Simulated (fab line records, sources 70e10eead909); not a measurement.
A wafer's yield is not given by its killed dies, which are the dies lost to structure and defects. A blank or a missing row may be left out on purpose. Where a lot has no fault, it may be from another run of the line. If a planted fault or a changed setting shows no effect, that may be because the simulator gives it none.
fab line records -- flow nand-harc
record: lots: 24, wafers: 72, last-day: 24
route steps=1159 shown P_CONTACT@252 P_M0@263 P_BONDPAD@364
lots untouched by any fault: they come from a run of this same line in which no faults occurred
start-h: the number of hours between the record's first day and the start of the first shown wafer of the lot -- wait-h: time in hours since the lot's previous step -- " unchanged from the row above -- L1.1+2: a row that stands for several wafers -- - no value present, or no start provided -- * or withheld: withheld -- < > ~ a bound
route shown NAME@n: a module of which the file shows steps, and the number in the route of the first -- usual: mean/standard deviation taken from wafers without a fault -- same: alike in all rows -- chamber/n: place in a boat -- sites: per-site readings -- _std_site: their standard deviation -- _edge_site: inner sites' mean taken away from outer sites' mean -- radius-mm: how far each site lies from the wafer's centre -- mask NAME#n: copy n -- behind: the tool/chamber that last shaped the wafer -- hold: why the lot went on hold/how many hours it stayed there/how the hold came to an end -- device: which transistor (n, p or np) failed to switch -- end of line: the tests these same wafers got at the end of their route -- a step with no rows: only its recipe -- killed: the dies lost at the first sort to structure and to defects; this is not the yield of the wafer -- map: the dies of a wafer, with x for killed, . for not killed, _ for no die there
set.NAME: setting as actually run; set.NAME@STEP: the setting as run at that earlier step -- model.NAME: the simulator's own value behind a step, which no gauge read
the route's steps for a sample of lots (tables are steps, rows are wafers)
services: the hour from which a tool's chamber was out of use, counted from the record's first day as start-h (under 0 if before that day), plus the number of hours and why
== steps ==
step: NHARC_P_CONTACT_INSPECT_27
usual: raw-defect-count: 270/120
lot.wafer,tool,chamber,start-h,wait-h,raw-defect-count
L074.2,defect-inspect-01,-,107.65,0.1,323
L074.4,defect-inspect-01,-,107.65,0.1,241
L074.6,defect-inspect-01,-,107.65,0.1,522
L075.1,defect-inspect-02,-,125.04,0.1,377
L075.3,defect-inspect-02,-,125.04,0.1,384
L075.6,defect-inspect-02,-,125.04,0.1,441
L076.2,defect-inspect-02,-,125.55,0.1,473
L076.3,defect-inspect-02,-,125.55,0.1,388
L076.5,defect-inspect-02,-,125.55,0.1,331
L078.3,defect-inspect-02,-,141.26,0.1,330
L078.5,defect-inspect-02,-,141.26,0.1,198
L078.6,defect-inspect-02,-,141.26,0.1,210
L077.1,defect-inspect-02,-,141.80,0.1,179
L077.3,defect-inspect-02,-,141.80,0.1,213
L077.5,defect-inspect-02,-,141.80,0.1,349
L079.1,defect-inspect-02,-,147.13,0.1,149
L079.2,defect-inspect-02,-,147.13,0.1,242
L079.3,defect-inspect-02,-,147.13,0.1,339
L081.4,defect-inspect-02,-,152.09,0.1,189
L081.5,defect-inspect-02,-,152.09,0.1,168
L081.6,defect-inspect-02,-,152.09,0.1,274
L080.1,defect-inspect-02,-,152.91,0.1,382
L080.5,defect-inspect-02,-,152.91,0.1,239
L080.6,defect-inspect-02,-,152.91,0.1,420
L083.2,defect-inspect-02,-,167.80,0.1,275
L083.3,defect-inspect-02,-,167.80,0.1,538
L083.4,defect-inspect-02,-,167.80,0.1,390
L082.3,defect-inspect-02,-,168.33,0.1,209
L082.4,defect-inspect-02,-,168.33,0.1,209
L082.6,defect-inspect-02,-,168.33,0.1,149
L085.1,defect-inspect-02,-,189.14,0.1,197
L085.3,defect-inspect-02,-,189.14,0.1,196
L085.5,defect-inspect-02,-,189.14,0.1,199
L086.1,defect-inspect-01,-,198.54,0.1,242
L086.3,defect-inspect-01,-,198.54,0.1,269
L086.5,defect-inspect-01,-,198.54,0.1,222
L087.2,defect-inspect-02,-,199.09,0.1,224
L087.3,defect-inspect-02,-,199.09,0.1,222
L087.5,defect-inspect-02,-,199.09,0.1,308
L084.2,defect-inspect-01,-,206.19,0.1,440
L084.3,defect-inspect-01,-,206.19,0.1,386
L084.4,defect-inspect-01,-,206.19,0.1,313
L089.3,defect-inspect-01,-,212.63,0.1,247
L089.4,defect-inspect-01,-,212.63,0.1,98
L089.5,defect-inspect-01,-,212.63,0.1,252
L088.1,defect-inspect-02,-,212.83,0.1,193
L088.3,defect-inspect-02,-,212.83,0.1,119
L088.6,defect-inspect-02,-,212.83,0.1,131
L090.1,defect-inspect-02,-,218.17,0.1,162
L090.2,defect-inspect-02,-,218.17,0.1,244
L090.3,defect-inspect-02,-,218.17,0.1,206
L093.2,defect-inspect-01,-,225.07,0.1,331
L093.3,defect-inspect-01,-,225.07,0.1,173
L093.6,defect-inspect-01,-,225.07,0.1,259
L094.1,defect-inspect-01,-,225.76,0.1,179
L094.3,defect-inspect-01,-,225.76,0.1,311
L094.5,defect-inspect-01,-,225.76,0.1,216
L091.4,defect-inspect-02,-,226.10,0.1,301
L091.5,defect-inspect-02,-,226.10,0.1,217
L091.6,defect-inspect-02,-,226.10,0.1,116
L092.1,defect-inspect-01,-,233.83,0.1,399
L092.2,defect-inspect-01,-,233.83,0.1,329
L092.6,defect-inspect-01,-,233.83,0.1,428
L096.1,defect-inspect-02,-,244.18,0.1,196
L096.3,defect-inspect-02,-,244.18,0.1,237
L096.4,defect-inspect-02,-,244.18,0.1,181
L095.2,defect-inspect-01,-,244.72,0.1,188
L095.3,defect-inspect-01,-,244.72,0.1,151
L095.4,defect-inspect-01,-,244.72,0.1,117
L097.2,defect-inspect-02,-,249.08,0.1,197
L097.3,defect-inspect-02,-,249.08,0.1,272
L097.6,defect-inspect-02,-,249.08,0.1,202
step: NHARC_P_M0_CD_MEAS_09
recipe: target-cd-nm: 90, landing-energy-ev: 500
usual: cd-nm: 89.8/0.54
lot.wafer,tool,chamber,start-h,wait-h,cd-nm
L074.2,cd-sem-03,0,108.56,-,90.0
L074.4,cd-sem-03,0,108.56,-,90.0
L074.6,cd-sem-03,0,108.56,-,90.3
L075.1,cd-sem-03,0,125.81,-,90.1
L075.3,cd-sem-03,0,125.81,-,89.6
L075.6,cd-sem-03,0,125.81,-,89.9
L076.2,cd-sem-02,0,126.45,-,89.3
L076.3,cd-sem-02,0,126.45,-,88.9
L076.5,cd-sem-02,0,126.45,-,89.4
L078.3,cd-sem-03,0,142.08,-,90.5
L078.5,cd-sem-03,0,142.08,-,90.4
L078.6,cd-sem-03,0,142.08,-,90.2
L077.1,cd-sem-03,0,142.58,-,89.3
L077.3,cd-sem-03,0,142.58,-,89.1
L077.5,cd-sem-03,0,142.58,-,89.0
L079.1,cd-sem-03,0,148.11,-,90.2
L079.2,cd-sem-03,0,148.11,-,89.8
L079.3,cd-sem-03,0,148.11,-,90.4
L081.4,cd-sem-02,0,153.00,-,89.4
L081.5,cd-sem-02,0,153.00,-,88.8
L081.6,cd-sem-02,0,153.00,-,89.4
L080.1,cd-sem-03,0,153.81,-,89.5
L080.5,cd-sem-03,0,153.81,-,89.4
L080.6,cd-sem-03,0,153.81,-,89.2
L083.2,cd-sem-02,0,168.70,-,89.3
L083.3,cd-sem-02,0,168.70,-,88.9
L083.4,cd-sem-02,0,168.70,-,89.9
L082.3,cd-sem-03,0,169.27,-,89.5
L082.4,cd-sem-03,0,169.27,-,90.2
L082.6,cd-sem-03,0,169.27,-,89.4
L085.1,cd-sem-01,0,190.18,-,90.2
L085.3,cd-sem-01,0,190.18,-,89.9
L085.5,cd-sem-01,0,190.18,-,90.3
L086.1,cd-sem-02,0,199.44,-,89.6
L086.3,cd-sem-02,0,199.44,-,89.6
L086.5,cd-sem-02,0,199.44,-,90.1
L087.2,cd-sem-02,0,200.00,-,89.4
L087.3,cd-sem-02,0,200.00,-,89.7
L087.5,cd-sem-02,0,200.00,-,90.1
L084.2,cd-sem-03,0,207.15,-,91.2
L084.3,cd-sem-03,0,207.15,-,91.0
L084.4,cd-sem-03,0,207.15,-,90.5
L089.3,cd-sem-03,0,213.54,-,89.7
L089.4,cd-sem-03,0,213.54,-,89.3
L089.5,cd-sem-03,0,213.54,-,90.4
L088.1,cd-sem-02,0,213.73,-,89.2
L088.3,cd-sem-02,0,213.73,-,89.6
L088.6,cd-sem-02,0,213.73,-,89.9
L090.1,cd-sem-02,0,219.07,-,89.0
L090.2,cd-sem-02,0,219.07,-,89.3
L090.3,cd-sem-02,0,219.07,-,89.7
L093.2,cd-sem-01,0,225.85,-,89.7
L093.3,cd-sem-01,0,225.85,-,90.2
L093.6,cd-sem-01,0,225.85,-,89.8
L094.1,cd-sem-02,0,226.67,-,90.3
L094.3,cd-sem-02,0,226.67,-,90.2
L094.5,cd-sem-02,0,226.67,-,89.9
L091.4,cd-sem-01,0,227.02,-,90.8
L091.5,cd-sem-01,0,227.02,-,90.3
L091.6,cd-sem-01,0,227.02,-,90.2
L092.1,cd-sem-01,0,234.60,-,89.9
L092.2,cd-sem-01,0,234.60,-,89.6
L092.6,cd-sem-01,0,234.60,-,89.3
L096.1,cd-sem-02,0,244.96,-,89.0
L096.3,cd-sem-02,0,244.96,-,89.6
L096.4,cd-sem-02,0,244.96,-,89.4
L095.2,cd-sem-02,0,245.62,-,89.7
L095.3,cd-sem-02,0,245.62,-,90.0
L095.4,cd-sem-02,0,245.62,-,89.3
L097.2,cd-sem-01,0,249.98,-,90.2
L097.3,cd-sem-01,0,249.98,-,89.7
L097.6,cd-sem-01,0,249.98,-,89.9
step: NHARC_P_M0_OVL_MEAS_10
recipe: pitch-nm: 180
usual: overlay-x-nm: -0.3/0.69, overlay-y-nm: 0.1/0.61
lot.wafer,tool,chamber,start-h,wait-h,overlay-x-nm,overlay-y-nm
L074.2,overlay-01,-,108.65,-,0.0,-0.8
L074.4,overlay-01,-,108.65,-,-0.6,-0.6
L074.6,overlay-01,-,108.65,-,-0.3,-1.0
L075.1,overlay-02,-,125.90,-,-0.2,0.2
L075.3,overlay-02,-,125.90,-,0.4,-0.4
L075.6,overlay-02,-,125.90,-,0.2,-0.1
L076.2,overlay-02,-,126.53,-,-0.2,-0.2
L076.3,overlay-02,-,126.53,-,0.4,-0.3
L076.5,overlay-02,-,126.53,-,-0.8,0.1
L078.3,overlay-01,-,142.16,-,-1.3,1.2
L078.5,overlay-01,-,142.16,-,-0.8,1.1
L078.6,overlay-01,-,142.16,-,-0.9,1.2
L077.1,overlay-01,-,142.67,-,-0.5,-0.2
L077.3,overlay-01,-,142.67,-,-0.4,-0.2
L077.5,overlay-01,-,142.67,-,-0.6,-0.6
L079.1,overlay-01,-,148.20,-,0.7,0.0
L079.2,overlay-01,-,148.20,-,1.0,0.5
L079.3,overlay-01,-,148.20,-,0.9,0.5
L081.4,overlay-01,-,153.08,-,-0.7,0.2
L081.5,overlay-01,-,153.08,-,-0.8,0.2
L081.6,overlay-01,-,153.08,-,0.0,-0.3
L080.1,overlay-01,-,153.90,-,-0.2,-0.2
L080.5,overlay-01,-,153.90,-,0.1,0.3
L080.6,overlay-01,-,153.90,-,0.3,-0.1
L083.2,overlay-01,-,168.79,-,-0.7,1.5
L083.3,overlay-01,-,168.79,-,-1.0,2.1
L083.4,overlay-01,-,168.79,-,-1.4,0.9
L082.3,overlay-02,-,169.35,-,-1.6,-0.3
L082.4,overlay-02,-,169.35,-,-1.1,-0.4
L082.6,overlay-02,-,169.35,-,-1.0,-0.4
L085.1,overlay-01,-,190.27,-,-0.9,0.3
L085.3,overlay-01,-,190.27,-,-1.1,-0.2
L085.5,overlay-01,-,190.27,-,-0.8,0.6
L086.1,overlay-01,-,199.53,-,0.2,0.8
L086.3,overlay-01,-,199.53,-,0.2,0.6
L086.5,overlay-01,-,199.53,-,0.2,0.9
L087.2,overlay-02,-,200.10,-,-0.7,-0.4
L087.3,overlay-02,-,200.10,-,-1.1,0.0
L087.5,overlay-02,-,200.10,-,-0.9,-0.4
L084.2,overlay-02,-,207.23,-,0.0,0.5
L084.3,overlay-02,-,207.23,-,0.6,0.1
L084.4,overlay-02,-,207.23,-,0.7,-0.1
L089.3,overlay-01,-,213.63,-,-0.5,0.7
L089.4,overlay-01,-,213.63,-,-0.4,0.7
L089.5,overlay-01,-,213.63,-,-0.5,1.1
L088.1,overlay-02,-,213.81,-,-1.6,-0.6
L088.3,overlay-02,-,213.81,-,-1.0,-0.9
L088.6,overlay-02,-,213.81,-,-1.5,-0.6
L090.1,overlay-01,-,219.16,-,0.3,0.1
L090.2,overlay-01,-,219.16,-,0.8,0.3
L090.3,overlay-01,-,219.16,-,0.1,0.3
L093.2,overlay-02,-,225.93,-,0.6,0.7
L093.3,overlay-02,-,225.93,-,1.1,1.0
L093.6,overlay-02,-,225.93,-,0.7,0.8
L094.1,overlay-02,-,226.76,-,-0.6,-0.6
L094.3,overlay-02,-,226.76,-,-0.4,-1.1
L094.5,overlay-02,-,226.76,-,-0.6,-1.0
L091.4,overlay-01,-,227.11,-,-1.4,0.2
L091.5,overlay-01,-,227.11,-,-0.5,-0.1
L091.6,overlay-01,-,227.11,-,-0.2,-0.4
L092.1,overlay-02,-,234.69,-,0.6,-0.1
L092.2,overlay-02,-,234.69,-,0.2,0.1
L092.6,overlay-02,-,234.69,-,0.8,0.0
L096.1,overlay-02,-,245.05,-,-1.0,-0.3
L096.3,overlay-02,-,245.05,-,-1.5,0.0
L096.4,overlay-02,-,245.05,-,-0.3,0.0
L095.2,overlay-01,-,245.71,-,0.6,-0.3
L095.3,overlay-01,-,245.71,-,0.2,0.7
L095.4,overlay-01,-,245.71,-,-0.1,0.4
L097.2,overlay-02,-,250.06,-,-1.1,-0.2
L097.3,overlay-02,-,250.06,-,-0.1,-0.7
L097.6,overlay-02,-,250.06,-,-0.9,-0.3
step: NHARC_P_M0_PRE_CLEAN_29
recipe: time-s: 30, temp-c: 280, gas: H2/He
usual: heater-power-w: 402/47
lot.wafer,tool,chamber,start-h,wait-h,heater-power-w
L074.4,pvd-sputter-02,-,-,-,432
L074.2,pvd-sputter-02,-,-,-,395
L074.6,pvd-sputter-02,-,-,-,357
L075.3,pvd-sputter-01,-,-,-,425
L075.1,pvd-sputter-01,-,-,-,338
L075.6,pvd-sputter-01,-,-,-,372
L076.2,pvd-sputter-01,-,-,-,413
L076.3,pvd-sputter-01,-,-,-,371
L076.5,pvd-sputter-01,-,-,-,416
L078.3,pvd-sputter-01,-,-,-,340
L078.6,pvd-sputter-01,-,-,-,368
L078.5,pvd-sputter-01,-,-,-,371
L077.1,pvd-sputter-03,-,-,-,549
L077.3,pvd-sputter-03,-,-,-,437
L077.5,pvd-sputter-03,-,-,-,538
L079.3,pvd-sputter-01,-,-,-,334
L079.2,pvd-sputter-01,-,-,-,416
L079.1,pvd-sputter-01,-,-,-,378
L081.4,pvd-sputter-03,-,-,-,542
L081.5,pvd-sputter-03,-,-,-,446
L081.6,pvd-sputter-03,-,-,-,417
L080.1,pvd-sputter-02,-,-,-,428
L080.5,pvd-sputter-02,-,-,-,394
L080.6,pvd-sputter-02,-,-,-,396
L083.2,pvd-sputter-02,-,-,-,387
L083.4,pvd-sputter-02,-,-,-,355
L083.3,pvd-sputter-02,-,-,-,429
L082.3,pvd-sputter-01,-,-,-,411
L082.4,pvd-sputter-01,-,-,-,362
L082.6,pvd-sputter-01,-,-,-,403
L085.3,pvd-sputter-01,-,-,-,365
L085.1,pvd-sputter-01,-,-,-,379
L085.5,pvd-sputter-01,-,-,-,361
L086.1,pvd-sputter-02,-,-,-,425
L086.3,pvd-sputter-02,-,-,-,367
L086.5,pvd-sputter-02,-,-,-,366
L087.2,pvd-sputter-03,-,-,-,428
L087.3,pvd-sputter-03,-,-,-,419
L087.5,pvd-sputter-03,-,-,-,447
L084.2,pvd-sputter-02,-,-,-,394
L084.4,pvd-sputter-02,-,-,-,431
L084.3,pvd-sputter-02,-,-,-,383
L089.4,pvd-sputter-01,-,-,-,405
L089.3,pvd-sputter-01,-,-,-,370
L089.5,pvd-sputter-01,-,-,-,357
L088.3,pvd-sputter-01,-,-,-,363
L088.1,pvd-sputter-01,-,-,-,403
L088.6,pvd-sputter-01,-,-,-,361
L090.3,pvd-sputter-03,-,-,-,440
L090.1,pvd-sputter-03,-,-,-,407
L090.2,pvd-sputter-03,-,-,-,438
L093.3,pvd-sputter-03,-,-,-,534
L093.2,pvd-sputter-03,-,-,-,411
L093.6,pvd-sputter-03,-,-,-,545
L094.3,pvd-sputter-03,-,-,-,415
L094.1,pvd-sputter-03,-,-,-,442
L094.5,pvd-sputter-03,-,-,-,437
L091.4,pvd-sputter-01,-,-,-,350
L091.6,pvd-sputter-01,-,-,-,405
L091.5,pvd-sputter-01,-,-,-,392
L092.1,pvd-sputter-02,-,-,-,359
L092.2,pvd-sputter-02,-,-,-,380
L092.6,pvd-sputter-02,-,-,-,366
L096.3,pvd-sputter-01,-,-,-,384
L096.1,pvd-sputter-01,-,-,-,358
L096.4,pvd-sputter-01,-,-,-,399
L095.4,pvd-sputter-02,-,-,-,395
L095.2,pvd-sputter-02,-,-,-,356
L095.3,pvd-sputter-02,-,-,-,428
L097.2,pvd-sputter-01,-,-,-,364
L097.3,pvd-sputter-01,-,-,-,347
L097.6,pvd-sputter-01,-,-,-,373
step: NHARC_P_BONDPAD_CD_MEAS_09
recipe: target-cd-nm: 500, landing-energy-ev: 500
usual: cd-nm: 500.2/1.4
lot.wafer,tool,chamber,start-h,wait-h,cd-nm
L074.2,cd-sem-01,0,121.61,-,500.5
L074.4,cd-sem-01,0,121.61,-,500.8
L074.6,cd-sem-01,0,121.61,-,498.7
L075.1,cd-sem-02,0,138.56,-,498.3
L075.3,cd-sem-02,0,138.56,-,500.5
L075.6,cd-sem-02,0,138.56,-,499.9
L076.2,cd-sem-02,0,139.34,-,500.4
L076.3,cd-sem-02,0,139.34,-,502.4
L076.5,cd-sem-02,0,139.34,-,501.7
L078.3,cd-sem-03,0,154.95,-,501.1
L078.5,cd-sem-03,0,154.95,-,500.8
L078.6,cd-sem-03,0,154.95,-,498.6
L077.1,cd-sem-03,0,155.69,-,499.8
L077.3,cd-sem-03,0,155.69,-,501.4
L077.5,cd-sem-03,0,155.69,-,499.5
L079.1,cd-sem-01,0,161.28,-,502.1
L079.2,cd-sem-01,0,161.28,-,501.5
L079.3,cd-sem-01,0,161.28,-,502.6
L081.4,cd-sem-01,0,166.14,-,500.5
L081.5,cd-sem-01,0,166.14,-,502.6
L081.6,cd-sem-01,0,166.14,-,501.5
L080.1,cd-sem-01,0,167.02,-,502.4
L080.5,cd-sem-01,0,167.02,-,499.7
L080.6,cd-sem-01,0,167.02,-,501.4
L083.2,cd-sem-01,0,181.77,-,500.3
L083.3,cd-sem-01,0,181.77,-,499.6
L083.4,cd-sem-01,0,181.77,-,500.0
L082.3,cd-sem-03,0,182.30,-,497.6
L082.4,cd-sem-03,0,182.30,-,498.1
L082.6,cd-sem-03,0,182.30,-,497.3
L085.1,cd-sem-03,0,203.65,-,498.1
L085.3,cd-sem-03,0,203.65,-,500.4
L085.5,cd-sem-03,0,203.65,-,499.8
L086.1,cd-sem-01,0,213.36,-,498.7
L086.3,cd-sem-01,0,213.36,-,499.9
L086.5,cd-sem-01,0,213.36,-,501.1
L087.2,cd-sem-01,0,214.03,-,498.5
L087.3,cd-sem-01,0,214.03,-,500.4
L087.5,cd-sem-01,0,214.03,-,499.1
L084.2,cd-sem-01,0,219.84,-,500.0
L084.3,cd-sem-01,0,219.84,-,498.4
L084.4,cd-sem-01,0,219.84,-,499.3
L089.3,cd-sem-01,0,226.36,-,500.2
L089.4,cd-sem-01,0,226.36,-,498.4
L089.5,cd-sem-01,0,226.36,-,499.1
L088.1,cd-sem-02,0,226.91,-,500.6
L088.3,cd-sem-02,0,226.91,-,500.2
L088.6,cd-sem-02,0,226.91,-,499.4
L090.1,cd-sem-03,0,232.18,-,498.0
L090.2,cd-sem-03,0,232.18,-,498.0
L090.3,cd-sem-03,0,232.18,-,498.1
L093.2,cd-sem-01,0,239.17,-,500.6
L093.3,cd-sem-01,0,239.17,-,501.3
L093.6,cd-sem-01,0,239.17,-,503.6
L094.1,cd-sem-03,0,239.78,-,499.5
L094.3,cd-sem-03,0,239.78,-,499.9
L094.5,cd-sem-03,0,239.78,-,500.6
L091.4,cd-sem-03,0,240.53,-,500.1
L091.5,cd-sem-03,0,240.53,-,499.3
L091.6,cd-sem-03,0,240.53,-,499.5
L092.1,cd-sem-02,0,248.31,-,501.7
L092.2,cd-sem-02,0,248.31,-,500.3
L092.6,cd-sem-02,0,248.31,-,501.4
L096.1,cd-sem-01,0,258.67,-,500.5
L096.3,cd-sem-01,0,258.67,-,500.0
L096.4,cd-sem-01,0,258.67,-,499.4
L095.2,cd-sem-01,0,259.03,-,500.2
L095.3,cd-sem-01,0,259.03,-,498.0
L095.4,cd-sem-01,0,259.03,-,499.5
L097.2,cd-sem-03,0,263.09,-,501.3
L097.3,cd-sem-03,0,263.09,-,500.0
L097.6,cd-sem-03,0,263.09,-,502.4
step: NHARC_P_BONDPAD_PVD_27
recipe: target-thk-a: 300, chamber-pressure-pa: 5, power-w: 5000, substrate-temp-c: 30, time-s: 20.49, material: Cu
usual: substrate-temp-c: 29.99/0.11, throttle-valve-pct: 30.4/1.2
lot.wafer,tool,chamber,start-h,wait-h,substrate-temp-c,throttle-valve-pct
L074.2,pvd-sputter-02,-,-,-,29.96,31.0
L074.4,pvd-sputter-02,-,-,-,29.94,28.5
L074.6,pvd-sputter-02,-,-,-,29.85,31.0
L075.1,pvd-sputter-01,-,-,-,29.93,32.1
L075.3,pvd-sputter-01,-,-,-,30.14,30.5
L075.6,pvd-sputter-01,-,-,-,29.95,32.2
L076.2,pvd-sputter-03,-,-,-,29.92,30.2
L076.3,pvd-sputter-03,-,-,-,30.16,31.7
L076.5,pvd-sputter-03,-,-,-,30.05,30.2
L078.3,pvd-sputter-03,-,-,-,30.16,30.4
L078.6,pvd-sputter-03,-,-,-,29.91,30.3
L078.5,pvd-sputter-03,-,-,-,30.02,30.3
L077.1,pvd-sputter-02,-,-,-,29.79,30.7
L077.3,pvd-sputter-02,-,-,-,30.08,30.3
L077.5,pvd-sputter-02,-,-,-,30.06,28.1
L079.3,pvd-sputter-02,-,-,-,30.06,28.3
L079.1,pvd-sputter-02,-,-,-,29.85,30.7
L079.2,pvd-sputter-02,-,-,-,29.88,30.3
L081.4,pvd-sputter-03,-,-,-,29.97,30.5
L081.6,pvd-sputter-03,-,-,-,30.24,31.3
L081.5,pvd-sputter-03,-,-,-,29.89,29.9
L080.1,pvd-sputter-03,-,-,-,29.95,30.7
L080.6,pvd-sputter-03,-,-,-,30.22,30.0
L080.5,pvd-sputter-03,-,-,-,29.82,31.5
L083.4,pvd-sputter-01,-,-,-,30.02,31.5
L083.3,pvd-sputter-01,-,-,-,29.93,31.2
L083.2,pvd-sputter-01,-,-,-,29.90,30.8
L082.4,pvd-sputter-03,-,-,-,30.09,30.1
L082.3,pvd-sputter-03,-,-,-,29.95,30.5
L082.6,pvd-sputter-03,-,-,-,29.95,30.4
L085.1,pvd-sputter-01,-,-,-,30.07,31.6
L085.3,pvd-sputter-01,-,-,-,30.08,31.0
L085.5,pvd-sputter-01,-,-,-,29.93,31.5
L086.1,pvd-sputter-03,-,-,-,30.03,31.7
L086.3,pvd-sputter-03,-,-,-,30.03,30.3
L086.5,pvd-sputter-03,-,-,-,29.93,31.5
L087.2,pvd-sputter-01,-,-,-,29.98,31.5
L087.3,pvd-sputter-01,-,-,-,29.96,31.5
L087.5,pvd-sputter-01,-,-,-,30.03,27.6
L084.2,pvd-sputter-01,-,-,-,29.87,31.1
L084.4,pvd-sputter-01,-,-,-,30.16,27.5
L084.3,pvd-sputter-01,-,-,-,29.97,31.2
L089.4,pvd-sputter-01,-,-,-,29.92,31.8
L089.3,pvd-sputter-01,-,-,-,30.02,31.4
L089.5,pvd-sputter-01,-,-,-,30.20,27.9
L088.1,pvd-sputter-01,-,-,-,29.98,31.1
L088.3,pvd-sputter-01,-,-,-,30.17,31.4
L088.6,pvd-sputter-01,-,-,-,30.04,31.3
L090.3,pvd-sputter-02,-,-,-,29.86,30.0
L090.1,pvd-sputter-02,-,-,-,30.03,28.5
L090.2,pvd-sputter-02,-,-,-,30.01,30.6
L093.3,pvd-sputter-02,-,-,-,29.63,30.2
L093.2,pvd-sputter-02,-,-,-,30.04,28.7
L093.6,pvd-sputter-02,-,-,-,30.07,30.5
L094.1,pvd-sputter-01,-,-,-,30.03,31.5
L094.3,pvd-sputter-01,-,-,-,30.16,31.4
L094.5,pvd-sputter-01,-,-,-,30.16,27.7
L091.4,pvd-sputter-03,-,-,-,29.83,31.6
L091.6,pvd-sputter-03,-,-,-,29.86,30.6
L091.5,pvd-sputter-03,-,-,-,30.26,30.2
L092.1,pvd-sputter-03,-,-,-,29.96,30.6
L092.2,pvd-sputter-03,-,-,-,30.07,30.2
L092.6,pvd-sputter-03,-,-,-,29.93,31.8
L096.4,pvd-sputter-02,-,-,-,29.95,30.9
L096.1,pvd-sputter-02,-,-,-,29.89,30.3
L096.3,pvd-sputter-02,-,-,-,29.99,28.6
L095.2,pvd-sputter-03,-,-,-,30.03,30.5
L095.4,pvd-sputter-03,-,-,-,29.82,31.6
L095.3,pvd-sputter-03,-,-,-,29.92,30.1
L097.3,pvd-sputter-01,-,-,-,30.10,31.2
L097.2,pvd-sputter-01,-,-,-,29.88,27.9
L097.6,pvd-sputter-01,-,-,-,30.06,31.4
== services ==
tool,chamber,start-h,hours,kind
pvd-sputter-03,-,102.00,10.0,pm
pvd-sputter-03,-,122.19,4.2,repair
pvd-sputter-01,-,147.89,1.3,repair
pvd-sputter-01,-,158.00,10.0,pm
pvd-sputter-01,-,169.28,0.5,repair
pvd-sputter-02,-,214.05,10.0,pm
pvd-sputter-01,-,234.33,4.0,repair
pvd-sputter-02,-,262.55,2.4,repair
== key ==
fault none
